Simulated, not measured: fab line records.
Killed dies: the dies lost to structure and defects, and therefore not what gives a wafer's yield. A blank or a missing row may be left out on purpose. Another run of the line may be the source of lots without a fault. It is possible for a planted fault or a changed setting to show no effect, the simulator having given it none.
fab line records -- flow nandHarc -- part 2 of 2: steps 27 to 37 of 37
record lots=5, wafers=15, lastDay=23
route steps=1159 shown A_BONDPAD@1078 HYBRID_BOND@1094 THIN_TSV@1101
lots that met no fault: taken from a fault-free run of the same line
startH: hours from the record's opening day to when the first of the lot's shown wafers began -- waitH: hours elapsed since this lot's preceding step -- " the same as in the row above -- L1.1+2: one row covering several wafers at once -- - no value present, or no start provided -- * or withheld: withheld -- < > ~ a bound
route shown NAME@n: names a module that has steps shown in the file, with the first one's number in the route -- usual: average and standard deviation across the fault-free wafers -- same: alike in all rows -- chamber/n: place in a boat -- sites: per-site readings -- _std_site: their standard deviation -- _edge_site: mean of outer sites minus mean of inner sites -- radiusMm: for every site, how far away it sits from the centre of the wafer -- mask NAME#n: copy n -- behind: the last tool/chamber to shape the wafer -- hold: why the lot went on hold/how many hours it stayed there/how the hold came to an end -- device: whichever transistor did not switch (one of n, p or np) -- end of line: the same wafers' tests at the end of the route -- a step given without rows: its recipe and nothing more -- killed: not the wafer's yield, but the dies lost to structure and defects at the first sort -- map: per-die view of a wafer (x killed, . not killed, _ where there is no die)
set.NAME: the setting as run; set.NAME@STEP: as run at that earlier step -- model.NAME: the simulator's own value behind a step, which no gauge read
certain route steps with their lots: each step a table, each wafer a row
services: when a tool's chamber went out of use (startH, in hours from the record's first day, below 0 if earlier), for how many hours, and the reason
## steps
# step NHARC_THIN_TSV_SRD_42
lot.wafer,tool,chamber,startH,waitH
L076.1+2+4,wetBench-08,"4,5,7",-,-
L075.4+2+3,wetBench-10,"0,1,4",-,-
L079.4+5+3,wetBench-08,"2,3,4",-,-
L080.2+4+1,wetBench-08,"7,0,3",-,-
L090.2+3+6,wetBench-08,"6,0,1",-,-
# step NHARC_THIN_TSV_DEP_43
# recipe targetThkA=13285, tempC=withheld, pressureTorr=6.5, rfW=900, teosFlowSccm=161.4, flowSccm=2650, targetThkNm=1328.5, gas=O2, material=SiO2
# usual throttleValvePct=15.8/0.43
lot.wafer,tool,chamber,startH,waitH,throttleValvePct
L076.2,pecvd-02,2,447.66,-,15.4
L076.1,pecvd-02,0,447.66,-,15.6
L076.4,pecvd-02,0,447.66,-,15.6
L075.3,pecvd-02,2,452.70,-,15.3
L075.2,pecvd-02,1,452.70,-,15.7
L075.4,pecvd-02,0,452.70,-,15.8
L079.3,pecvd-03,1,462.74,-,16.0
L079.5,pecvd-03,2,462.74,-,15.5
L079.4,pecvd-03,0,462.74,-,16.6
L080.1,pecvd-02,2,483.93,-,15.4
L080.2,pecvd-02,0,483.93,-,16.0
L080.4,pecvd-02,0,483.93,-,15.7
L090.3,pecvd-01,2,523.68,-,15.5
L090.2,pecvd-01,0,523.68,-,16.2
L090.6,pecvd-01,1,523.68,-,16.5
# step NHARC_THIN_TSV_DEHYDRATE_04
# recipe tempC=150, timeS=120
# usual chillPlateTempC=22.99/0.1
# same timeS=120
lot.wafer,tool,chamber,startH,waitH,chillPlateTempC
L076.1,lithoTrack-03,0,448.03,-,22.87
L076.2,lithoTrack-03,0,448.03,-,22.94
L076.4,lithoTrack-03,0,448.03,-,23.09
L075.2,lithoTrack-07,0,453.11,-,23.02
L075.3,lithoTrack-07,0,453.11,-,23.07
L075.4,lithoTrack-07,0,453.11,-,23.10
L079.3,lithoTrack-02,0,463.14,-,23.08
L079.4,lithoTrack-02,0,463.14,-,23.02
L079.5,lithoTrack-02,0,463.14,-,23.15
L080.1,lithoTrack-03,0,484.29,-,22.96
L080.2,lithoTrack-03,0,484.29,-,22.99
L080.4,lithoTrack-03,0,484.29,-,22.98
L090.2,lithoTrack-03,0,524.04,-,23.08
L090.3,lithoTrack-03,0,524.04,-,22.93
L090.6,lithoTrack-03,0,524.04,-,22.94
# step NHARC_THIN_TSV_HMDS_05
# recipe timeS=30
# usual chillPlateTempC=23.00/0.11
# same timeS=30
lot.wafer,tool,chamber,startH,waitH,chillPlateTempC
L076.1,lithoTrack-03,0,-,-,22.97
L076.2,lithoTrack-03,0,-,-,22.84
L076.4,lithoTrack-03,0,-,-,22.91
L075.2,lithoTrack-07,0,-,-,23.00
L075.3,lithoTrack-07,0,-,-,23.11
L075.4,lithoTrack-07,0,-,-,22.99
L079.3,lithoTrack-02,0,-,-,23.00
L079.4,lithoTrack-02,0,-,-,22.94
L079.5,lithoTrack-02,0,-,-,22.97
L080.1,lithoTrack-03,0,-,-,23.15
L080.2,lithoTrack-03,0,-,-,23.19
L080.4,lithoTrack-03,0,-,-,23.29
L090.2,lithoTrack-03,0,-,-,22.87
L090.3,lithoTrack-03,0,-,-,22.76
L090.6,lithoTrack-03,0,-,-,23.01
# step NHARC_THIN_TSV_COAT_06
# recipe spinRpm=*
# usual chillPlateTempC=23.02/0.089
lot.wafer,tool,chamber,startH,waitH,chillPlateTempC
L076.1,lithoTrack-03,0,-,-,23.09
L076.2,lithoTrack-03,0,-,-,23.00
L076.4,lithoTrack-03,0,-,-,23.01
L075.2,lithoTrack-07,0,-,-,22.97
L075.3,lithoTrack-07,0,-,-,22.97
L075.4,lithoTrack-07,0,-,-,22.94
L079.3,lithoTrack-02,0,-,-,23.03
L079.4,lithoTrack-02,0,-,-,23.00
L079.5,lithoTrack-02,0,-,-,23.02
L080.1,lithoTrack-03,0,-,-,23.17
L080.2,lithoTrack-03,0,-,-,23.09
L080.4,lithoTrack-03,0,-,-,23.14
L090.2,lithoTrack-03,0,-,-,23.19
L090.3,lithoTrack-03,0,-,-,23.04
L090.6,lithoTrack-03,0,-,-,23.00
# step NHARC_THIN_TSV_SOFTBAKE_07
# recipe tempC=122, timeS=95
# usual chillPlateTempC=22.99/0.092
# same timeS=95
lot.wafer,tool,chamber,startH,waitH,chillPlateTempC
L076.1,lithoTrack-03,0,-,-,22.96
L076.2,lithoTrack-03,0,-,-,22.82
L076.4,lithoTrack-03,0,-,-,23.11
L075.2,lithoTrack-07,0,-,-,23.11
L075.3,lithoTrack-07,0,-,-,23.12
L075.4,lithoTrack-07,0,-,-,22.92
L079.3,lithoTrack-02,0,-,-,23.03
L079.4,lithoTrack-02,0,-,-,23.05
L079.5,lithoTrack-02,0,-,-,23.17
L080.1,lithoTrack-03,0,-,-,22.87
L080.2,lithoTrack-03,0,-,-,22.98
L080.4,lithoTrack-03,0,-,-,22.99
L090.2,lithoTrack-03,0,-,-,22.90
L090.3,lithoTrack-03,0,-,-,22.84
L090.6,lithoTrack-03,0,-,-,22.87
# step NHARC_THIN_TSV_EBR_08
# usual chillPlateTempC=23.01/0.097
lot.wafer,tool,chamber,startH,waitH,chillPlateTempC
L076.1,lithoTrack-03,0,-,-,23.10
L076.2,lithoTrack-03,0,-,-,22.96
L076.4,lithoTrack-03,0,-,-,22.93
L075.2,lithoTrack-07,0,-,-,22.88
L075.3,lithoTrack-07,0,-,-,22.86
L075.4,lithoTrack-07,0,-,-,22.87
L079.3,lithoTrack-02,0,-,-,22.88
L079.4,lithoTrack-02,0,-,-,22.82
L079.5,lithoTrack-02,0,-,-,22.82
L080.1,lithoTrack-03,0,-,-,23.14
L080.2,lithoTrack-03,0,-,-,23.10
L080.4,lithoTrack-03,0,-,-,23.04
L090.2,lithoTrack-03,0,-,-,22.95
L090.3,lithoTrack-03,0,-,-,22.96
L090.6,lithoTrack-03,0,-,-,23.06
# step NHARC_THIN_TSV_EXPOSE_09
# recipe na=0.55, doseMj=30.7, maskId=TSV
# same na=0.55
lot.wafer,tool,chamber,startH,waitH,mask
L076.1+2+4,krfScanner-03,0,448.30,-,TSV#0
L075.2+3+4,krfScanner-02,0,453.38,-,TSV#0
L079.3+4+5,krfScanner-04,0,463.42,-,TSV#0
L080.1+2+4,krfScanner-03,0,484.43,-,TSV#0
L090.2+3+6,krfScanner-04,0,524.32,-,TSV#0
# step NHARC_THIN_TSV_PEB_10
# recipe pebTempC=118, pebTimeS=85
# usual chillPlateTempC=23.03/0.11
# same pebTimeS=85
lot.wafer,tool,chamber,startH,waitH,chillPlateTempC
L076.1,lithoTrack-07,0,448.36,0.1,22.99
L076.2,lithoTrack-07,0,448.36,0.1,22.99
L076.4,lithoTrack-07,0,448.36,0.1,22.90
L075.2,lithoTrack-02,0,453.44,0.1,22.84
L075.3,lithoTrack-02,0,453.44,0.1,22.91
L075.4,lithoTrack-02,0,453.44,0.1,22.85
L079.3,lithoTrack-03,0,463.48,0.1,23.10
L079.4,lithoTrack-03,0,463.48,0.1,23.12
L079.5,lithoTrack-03,0,463.48,0.1,23.11
L080.1,lithoTrack-03,0,484.50,0.1,22.95
L080.2,lithoTrack-03,0,484.50,0.1,23.05
L080.4,lithoTrack-03,0,484.50,0.1,22.96
L090.2,lithoTrack-02,0,524.38,0.1,22.95
L090.3,lithoTrack-02,0,524.38,0.1,22.93
L090.6,lithoTrack-02,0,524.38,0.1,22.92
# step NHARC_THIN_TSV_DEVELOP_11
# recipe timeS=70
# usual chillPlateTempC=22.99/0.1
# same timeS=70
lot.wafer,tool,chamber,startH,waitH,chillPlateTempC
L076.1,lithoTrack-07,0,-,-,22.87
L076.2,lithoTrack-07,0,-,-,22.93
L076.4,lithoTrack-07,0,-,-,22.93
L075.2,lithoTrack-02,0,-,-,22.95
L075.3,lithoTrack-02,0,-,-,23.03
L075.4,lithoTrack-02,0,-,-,23.02
L079.3,lithoTrack-03,0,-,-,22.78
L079.4,lithoTrack-03,0,-,-,22.89
L079.5,lithoTrack-03,0,-,-,22.85
L080.1,lithoTrack-03,0,-,-,23.09
L080.2,lithoTrack-03,0,-,-,22.86
L080.4,lithoTrack-03,0,-,-,22.92
L090.2,lithoTrack-02,0,-,-,23.06
L090.3,lithoTrack-02,0,-,-,22.86
L090.6,lithoTrack-02,0,-,-,22.90
# step NHARC_THIN_TSV_CD_MEAS_12
# recipe targetCdNm=1000, landingEnergyEv=500
# usual cdNm=999.9/2
lot.wafer,tool,chamber,startH,waitH,cdNm
L076.1,cdSem-01,0,448.45,-,997.9
L076.2,cdSem-01,0,448.45,-,997.5
L076.4,cdSem-01,0,448.45,-,999.0
L075.2,cdSem-02,0,453.53,-,1000.9
L075.3,cdSem-02,0,453.53,-,998.4
L075.4,cdSem-02,0,453.53,-,999.0
L079.3,cdSem-02,0,463.57,-,1001.9
L079.4,cdSem-02,0,463.57,-,996.8
L079.5,cdSem-02,0,463.57,-,997.7
L080.1,cdSem-01,0,484.59,-,1002.0
L080.2,cdSem-01,0,484.59,-,997.2
L080.4,cdSem-01,0,484.59,-,1000.6
L090.2,cdSem-03,0,524.47,-,1000.0
L090.3,cdSem-03,0,524.47,-,1001.6
L090.6,cdSem-03,0,524.47,-,1000.1
## services
tool,chamber,startH,hours,kind
furnace-04,-,414.78,3.5,repair
rieDiel-06,-,418.43,9.0,pm
wetBench-10,-,423.20,8.0,pm
cmp-03,-,425.55,1.3,repair
cmp-02,-,428.73,4.0,pm
krfScanner-04,-,437.48,0.2,repair
ecdCu-01,-,437.72,0.4,repair
ecdCu-01,-,448.00,8.0,pm
cmp-03,-,450.43,4.0,pm
cmp-01,-,451.49,0.6,repair
cmp-03,-,455.43,0.4,repair
rieDiel-08,3,458.38,6.1,repair
pvdSputter-01,-,461.95,0.5,repair
rieDiel-08,1,462.88,10.4,repair
pvdSputter-02,-,467.32,1.1,repair
cmp-01,-,477.44,4.0,pm
grinder-01,-,477.93,1.2,repair
rieDiel-08,-,479.85,9.0,pm
cmp-03,-,497.67,0.5,repair
pvdSputter-01,-,498.21,26.7,repair
grinder-01,-,504.88,1.1,repair
lithoTrack-02,-,515.00,7.0,pm
pecvd-02,-,515.22,13.0,pm
cmp-01,-,515.31,1.9,repair
